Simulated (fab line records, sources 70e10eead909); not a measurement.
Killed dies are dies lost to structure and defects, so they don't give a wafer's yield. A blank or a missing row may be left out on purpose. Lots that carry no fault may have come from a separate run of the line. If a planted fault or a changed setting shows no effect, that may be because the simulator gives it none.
Which tool was responsible? + flow nandHarc + at 1 step of a route of 1302, 6 lots with 18 wafers sampled

## WHAT THE GAUGES SHOWED, per wafer
NHARC_A_CHANNEL_HOLE_D2_CD_MEAS_31.
| lot  | measured     | on       | cdNm (nm)      |
|------|--------------|----------|----------------|
| L359 | day 14 00:48 | cdSem-02 | 90.0 90.9 88.2 |
| L362 | day 14 18:16 | cdSem-02 | 88.6 89.6 89.7 |
| L364 | day 16 06:39 | cdSem-02 | 90.1 90.1 91.3 |
| L367 | day 17 09:34 | cdSem-03 | 90.4 88.3 87.0 |
| L374 | day 20 14:38 | cdSem-01 | 88.0 88.6 88.9 |
| L379 | day 22 07:23 | cdSem-02 | 93.0 89.5 93.6 |

## TOOL THAT RAN EACH LOT (tool first, then ch and the chambers of the sampled wafers, then the start)
Before these readings, the record contains no process step.

## THE ANSWER, worked out from the rows above alone
Rule: usual is defined by the lots themselves. The widest of any qualifying gaps counts: lots, ordered by their means at a reading, are off when they make up no more than a third of the lots, leave a main group of 4 or more, and stand apart from it by 3 or more times the standard deviation of that group's means. If all means in a main group match to the digits the tables above print for the reading, that group is not used. A lot without any number at a reading at which 4 lots or more have one is off too. Where the step has rows for the other lots, those lots are counted as sound.
Nothing can be told from this: no lot is off at any reading shown.

## WHAT THE SIMULATOR HAD INSERTED
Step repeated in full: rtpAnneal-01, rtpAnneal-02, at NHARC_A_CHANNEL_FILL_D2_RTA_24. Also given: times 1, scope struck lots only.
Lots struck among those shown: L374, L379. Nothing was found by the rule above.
